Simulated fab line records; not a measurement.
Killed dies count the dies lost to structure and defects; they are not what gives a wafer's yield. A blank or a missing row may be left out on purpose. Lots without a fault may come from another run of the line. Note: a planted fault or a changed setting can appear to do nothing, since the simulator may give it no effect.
Comparing a struck lot with a sound one | flow n5-finfet | 37 out of 1938 route steps
Sound: these wafers, L717.1, L717.2, L717.4. Struck: wafer L720.6 (left out: L720.4, L720.5 of the same lot, which were not struck); the cause appears at the end.
Per side, at each step with rows, come the tool, then ch with its chambers, and then its first start. Under that, the readings that differ: sound wafers | struck wafers | difference of the means | sigmas: that difference in standard deviations of wafers without a fault.
alike: readings whose means differ by less than 2 such deviations, and words and numbers that are the same on both sides. not compared: withheld readings, readings that some wafer has no value for, bounds like >300 that may hide the same value, and numbers for which the record gives no deviation and whose values overlap.
Wherever a step has rows on one side only, a row that says differs or no value, or a row with sigmas, the two part there. Non-overlapping numbers with no deviation appear without sigmas and do not part them. A reading that every wafer of one side lacks parts them only if that side has two wafers or more.

first, 9 steps without rows for these wafers: N5_BEOL_M8_DESCUM_33 (chemistry O2, time 7 s); N5_BEOL_M8_ETCH_72 (etches underlayer in N2/H2, target depth 6.5 nm, time 5.2 s); N5_BEOL_M8_ETCH_65 (etches SiARC in CF4, target depth 15.6 nm, time 26 s); N5_BEOL_M8_ETCH_66 (etches SOC in N2/H2, target depth 80 nm, overetch 16 nm, time 120 s); N5_BEOL_M8_STRIP_69 (strips in N2/H2); N5_BEOL_M8_STRIP_73 (strips in N2/H2); N5_BEOL_M8_VIA_ETCH_34 (etches SiCOH lowk in C4F6/O2, target depth 125.5 nm, time 50.5 s); N5_BEOL_M8_STRIP_76 (strips in C4F6/O2); N5_BEOL_M8_STRIP_36 (strips in N2/H2).
N5_BEOL_M8_TRENCH_ETCH_37: etches SiCOH lowk in C4F6/O2, target depth 93.478 nm, time 31.2 s.
  sound on rie-diel-06 ch 0,2,3, day 10 07:26; struck on rie-diel-06 ch 1, day 11 04:49
  reading                                    | sound             | struck | difference | sigmas
  oes-product-au (a.u.)                      | 0.82 0.69 0.91    | 1.02   | +0.21      | +3
  model.BEOL_M8.feature-depth-nm (nm)        | 91.6 89.8 91      | 134.8  | +44.0      |
  model.etch.depth-nm (nm)                   | 91.66 89.76 90.94 | 134.8  | +44.0      |
  model.TiN_of_BEOL_M8_HM_DEP_02.thk-nm (nm) | 17.2 17.6 17      | 16.2   | -1.1       |
  alike: drypump-motor-current-A, rf-vpp-V, showerhead-plenum-p-Torr, throttle-valve-pct
  not compared: rf-hours-counter-h
then, 2 steps without rows for these wafers: N5_BEOL_M8_ETCH_41 (etches SiCN in CH3F/O2, target depth 31.9 nm, time 57.8 s); N5_BEOL_M8_STRIP_80 (strips in N2/H2, time 10 s).
N5_BEOL_M8_OCD_MEAS_38:
  sound: ocd-01 at day 10 07:35; struck: ocd-02 at day 11 04:58
  reading              | sound          | struck | difference | sigmas
  trench-depth-nm (nm) | 91.4 89.6 91.1 | 135.2  | +44.5      | +26
then, 13 steps without rows for these wafers: N5_BEOL_M8_HM_STRIP_39 (strips TiN in peroxide tin strip, target depth 25 nm, time 158 s); N5_BEOL_M8_SRD_40 (time 30 s); N5_BEOL_M8_PRECLEAN_42 (cleans in residue remover, time 60 s); N5_BEOL_M8_SRD_43 (time 30 s); N5_BEOL_M8_CURE_75 (cures SiCOH lowk, time 120 s); N5_BEOL_M8_DEGAS_44 (time 60 s); N5_BEOL_M8_PRE_CLEAN_45 (time 30 s); N5_BEOL_M8_ALD_77 (deposits TaN, target thk 2 nm, pulse time 2 s, purge time 3 s); N5_BEOL_M8_SURFACE_TREAT_79; N5_BEOL_M8_CVD_78 (deposits Co from CCTBA/H2, target thk 2 nm, time 142.3 s); N5_BEOL_M8_SPUTTER_48 (material Cu, target thk 10 nm, time 1.667 s); N5_BEOL_M8_ECD_50 (material Cu, target thk 300 nm); N5_BEOL_M8_ANNEAL_51 (time 90 s).
N5_BEOL_M8_CMP_52: polishes, stops on SiCOH lowk, t overpolish 6.9 s, target thk 80 nm.
  sound on cmp-04 ch 1,2,3, day 10 10:00; struck on cmp-01 ch 3, day 11 07:17
  reading                                | sound        | struck | difference | sigmas
  model.Cu_of_BEOL_M8_ECD_50.thk-nm (nm) | 78.4 76 77.6 | 123.4  | +46.1      |
  alike: motor-current-A
N5_BEOL_M8_THK_MEAS_53: measures by xrf.
  sound: film-metro-01 at day 10 10:18; struck: film-metro-02 at day 11 07:28
  reading     | sound          | struck | difference | sigmas
  M8_THK (nm) | 76.7 74.6 76.2 | 124.6  | +48.8      | +24
then, 2 steps without rows for these wafers: N5_BEOL_M8_PRE_CLEAN_55 (time 15 s); N5_BEOL_M8_DEP_56 (deposits SiCN from 3MS/NH3, target thk 10 nm, time 17.5 s).
N5_BEOL_M8_RS_MEAS_57: the measuring method here is four-point-probe.
  sound: film-metro-01 at day 10 10:26; struck: film-metro-02 at day 11 07:36
  reading        | sound             | struck | difference | sigmas
  M8_RS (ohm/sq) | 0.292 0.303 0.296 | 0.174  | -0.123     | -16
then, 5 steps without rows for these wafers: N5_BEOL_M9_ILD_DEP_00 (deposits SiCOH lowk from DEMS/porogen, target thk 308.51 nm, time 58 s); N5_BEOL_M9_CURE_71 (cures SiCOH lowk, time 240 s); N5_BEOL_M9_PECVD_70 (deposits SiO2 from TEOS/O2, target thk 20 nm, time 22.7 s); N5_BEOL_M9_HM_DEP_02 (deposits TiN, target thk 20 nm); N5_BEOL_M9_COAT_59 (time 60 s, resist thk 100 nm).
-- the record jumps here: 2 days lie between the struck wafers' starts before and after (it left off in module BEOL_M9 and takes up again in module BEOL_M15, whose first step shown is number 1830 of the route) --
N5_BEOL_M15_RC_MEAS_101:
  sound on prober-01 ch 0, day 12 13:28; struck on prober-01 ch 0, day 13 07:56
  reading                    | sound             | struck | difference | sigmas
  SERP_M11 (ohm/um)          | 3.05 3.13 2.90    | 3.30   | +0.27      | +3
  SERP_M12 (ohm/um)          | 0.665 0.644 0.650 | 0.607  | -0.046     | -3
  SERP_M12_max_site (ohm/um) | 0.684 0.656 0.661 | 0.618  | -0.049     | -3
  SERP_M8 (ohm/um)           | 14.0 15.2 15.0    | 8.5    | -6.2       | -11
  SERP_M8_max_site (ohm/um)  | 14.4 15.8 15.8    | 9.1    | -6.2       | -11
  alike: COMB_M10, COMB_M11, COMB_M12, COMB_M13, COMB_M14, COMB_M15, COMB_M5, COMB_M6, COMB_M6_max_site, COMB_M7, COMB_M9, COMB_M9_max_site, SERP_M10, SERP_M10_max_site, SERP_M13, SERP_M14, SERP_M5, SERP_M6, SERP_M7, SERP_M9, SERP_M9_max_site

## WHERE THEY PART
Earliest at N5_BEOL_M8_TRENCH_ETCH_37; latest, in this record, at N5_BEOL_M15_RC_MEAS_101.

WHY: whatever the simulator had introduced
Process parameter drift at N5_BEOL_M8_TRENCH_ETCH_37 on rie-diel-06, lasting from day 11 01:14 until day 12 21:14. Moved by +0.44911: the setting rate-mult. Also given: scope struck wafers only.
